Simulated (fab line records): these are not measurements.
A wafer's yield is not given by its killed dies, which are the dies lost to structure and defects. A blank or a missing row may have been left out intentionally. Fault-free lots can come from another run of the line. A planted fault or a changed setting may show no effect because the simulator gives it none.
Struck lot and sound lot, side by side | flow nand harc | 18 steps out of a route of 1159
Sound: wafers L594.4, L594.5, L594.6. Struck: wafers L597.1, L597.2, L597.5. The cause is given at the end.
Order at every step that has rows: each side's tool, ch and its chambers, its first start. Under that, the readings that differ: sound wafers | struck wafers | difference of the means | sigmas: that difference in standard deviations of wafers without a fault.
alike: readings with means less than 2 such deviations apart, plus words and numbers identical on both sides. not compared: withheld readings, readings lacking a value on some wafer, bounds such as >300 that could conceal the same value, and numbers that have no deviation in the record and whose values overlap.
Wherever a step has rows on one side only, a row that says differs or no value, or a row with sigmas, the two part there. Numbers that don't overlap but have no deviation are shown without sigmas and don't part them. A reading missing from all wafers of one side parts the sides only when that side holds two or more wafers.

NHARC_P_ZERO_WELL_CD_MEAS_24: target cd 720 nm.
  sound on cd sem-01 ch 0, day 2 20:29; struck on cd sem-02 ch 0, day 3 14:36
  reading    | sound             | struck            | difference | sigmas
  cd nm (nm) | 716.1 717.1 717.4 | 721.6 719.6 720.3 | +3.6       | +2
then, 1 step without rows for these wafers: NHARC_P_ZERO_WELL_HARDBAKE_25 (time 80 s).
NHARC_P_ZERO_WELL_DESCUM_26: chemistry O2, time 3 s.
  sound on rie diel-10 ch 0,3, day 2 20:38; struck on rie diel-10 ch 1,3, day 3 14:46
  alike: drypump motor current A, oes product au, rf vpp V, showerhead plenum p Torr, throttle valve pct
  not compared: rf hours counter h
then, 9 steps without rows for these wafers: NHARC_P_ZERO_WELL_IMPLANT_27; NHARC_P_ZERO_WELL_IMPLANT_57; NHARC_P_ZERO_WELL_IMPLANT_58; NHARC_P_ZERO_WELL_STRIP_28 (strips in SPM, time 840 s); NHARC_P_ZERO_WELL_DEHYDRATE_29 (time 120 s); NHARC_P_ZERO_WELL_HMDS_30 (time 30 s); NHARC_P_ZERO_WELL_COAT_31; NHARC_P_ZERO_WELL_SOFTBAKE_32 (time 95 s); NHARC_P_ZERO_WELL_EBR_33.
NHARC_P_ZERO_WELL_EXPOSE_34: exposes mask P PWELL, target cd 720 nm.
  sound on krf scanner-03 ch 0, day 2 22:01; struck on krf scanner-03 ch 0, day 3 16:05
  reading | sound                         | struck                     | difference | sigmas
  mask    | P_PWELL#0 P_PWELL#0 P_PWELL#0 | P_HVPW#0 P_HVPW#0 P_HVPW#0 | differs    |
then, 2 steps without rows for these wafers: NHARC_P_ZERO_WELL_PEB_35 (peb time 85 s); NHARC_P_ZERO_WELL_DEVELOP_36 (time 70 s).
NHARC_P_ZERO_WELL_CD_MEAS_37: target cd 720 nm.
  sound on cd sem-01 ch 0, day 2 22:10; struck on cd sem-02 ch 0, day 3 16:15
  reading    | sound             | struck | difference                    | sigmas
  cd nm (nm) | 718.8 719.3 718.5 | - - -  | no value on the struck wafers |
then, 1 step without rows for these wafers: NHARC_P_ZERO_WELL_HARDBAKE_38 (time 80 s).
-- jump in the record: it breaks off in module P_ZERO_WELL and resumes in module END (first step shown: number 1159 of the route), and 18 days separate the struck wafers' starts before and after --
NHARC_END_SORT_01:
  only the struck wafers appear in the record here, on prober-01 ch 0 at day 21 12:52; the sound ones have no rows

## WHERE THEY PART
Earliest at NHARC_P_ZERO_WELL_CD_MEAS_24; latest, in this record, at NHARC_END_SORT_01.

WHY: what the simulator had put in
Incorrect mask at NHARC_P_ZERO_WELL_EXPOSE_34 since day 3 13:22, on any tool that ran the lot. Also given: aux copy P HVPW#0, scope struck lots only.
